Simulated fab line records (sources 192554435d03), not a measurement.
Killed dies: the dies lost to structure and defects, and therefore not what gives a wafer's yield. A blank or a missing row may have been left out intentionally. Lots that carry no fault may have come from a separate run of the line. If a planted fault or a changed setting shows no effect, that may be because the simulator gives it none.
The tool behind it: which one? ; flow n5-finfet ; 11 lots with 33 wafers sampled at 2 steps, on a route of 1938 steps

WHAT EACH GAUGE READ, for each wafer
N5_BEOL_M7_INSPECT_58: inspects for defects (darkfield).
lot;measured;on;raw-defect-count
L914;day 9 07:43;defect-inspect-01;43 79 73
L918;day 10 07:57;defect-inspect-01;46 52 70
L920;day 11 02:44;defect-inspect-02;88 90 69
L921;day 11 07:41;defect-inspect-01;70 102 75
L922;day 11 07:55;defect-inspect-02;503 521 485
L923;day 12 05:08;defect-inspect-02;505 494 495
L930;day 13 21:21;defect-inspect-02;49 52 36
L932;day 15 00:40;defect-inspect-01;70 53 54
L935;day 15 02:05;defect-inspect-02;64 55 62
L933;day 15 03:34;defect-inspect-01;89 93 76
L934;day 15 06:50;defect-inspect-02;69 62 80

EACH LOT AND THE TOOL THAT RAN IT (in order: tool; ch and the chambers of the sampled wafers; start)
lot;N5_BEOL_M7_PRE_CLEAN_55
L914;pecvd-04 ch 0,1,2, day 9 07:36
L918;pecvd-02 ch 0,1,2, day 10 07:50
L920;pecvd-04 ch 0,2, day 11 02:37
L921;pecvd-04 ch 0,1,2, day 11 07:34
L922;pecvd-04 ch 0,1, day 11 07:48
L923;pecvd-04 ch 0,1,2, day 12 04:44
L930;pecvd-01 ch 1,2, day 13 21:14
L932;pecvd-01 ch 1,2, day 15 00:31
L935;pecvd-02 ch 0,1,2, day 15 01:58
L933;pecvd-01 ch 0,1, day 15 03:27
L934;pecvd-02 ch 0,2, day 15 06:43
- N5_BEOL_M7_PRE_CLEAN_55: time 15 s.

THE ANSWER, worked out from the rows above alone
Rule: the usual values come from the lots themselves. The widest of any qualifying gaps counts: lots, ordered by their means at a reading, are off when they make up no more than a third of the lots, leave a main group of 4 or more, and stand apart from it by 3 or more times the standard deviation of that group's means. A main group is skipped when, at the precision printed for the reading in the tables above, its means are all equal. A lot without any number at a reading at which 4 lots or more have one is off too. All remaining lots with rows at the step are treated as sound.
Off: L922, L923 (N5_BEOL_M7_INSPECT_58, raw-defect-count). For the main group the mean is 67 and the standard deviation 13.
A tool fits if, at a process step before that reading, it ran every lot that is off, and no sound lot after the first of them. Those tools and the gauges at N5_BEOL_M7_INSPECT_58 are tried in the same way. One fits: N5_BEOL_M7_PRE_CLEAN_55 on pecvd-04. A fault onset in the window from L921 (day 11 07:34, its last sound lot) to L922 (day 11 07:48, its first lot off) fits.

WHAT THE SIMULATOR PUT IN
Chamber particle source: pecvd-04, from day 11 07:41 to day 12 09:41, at N5_BEOL_M7_PRE_CLEAN_55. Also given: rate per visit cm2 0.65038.
Lots struck among those shown: L922, L923. The rule above reached the same finding.
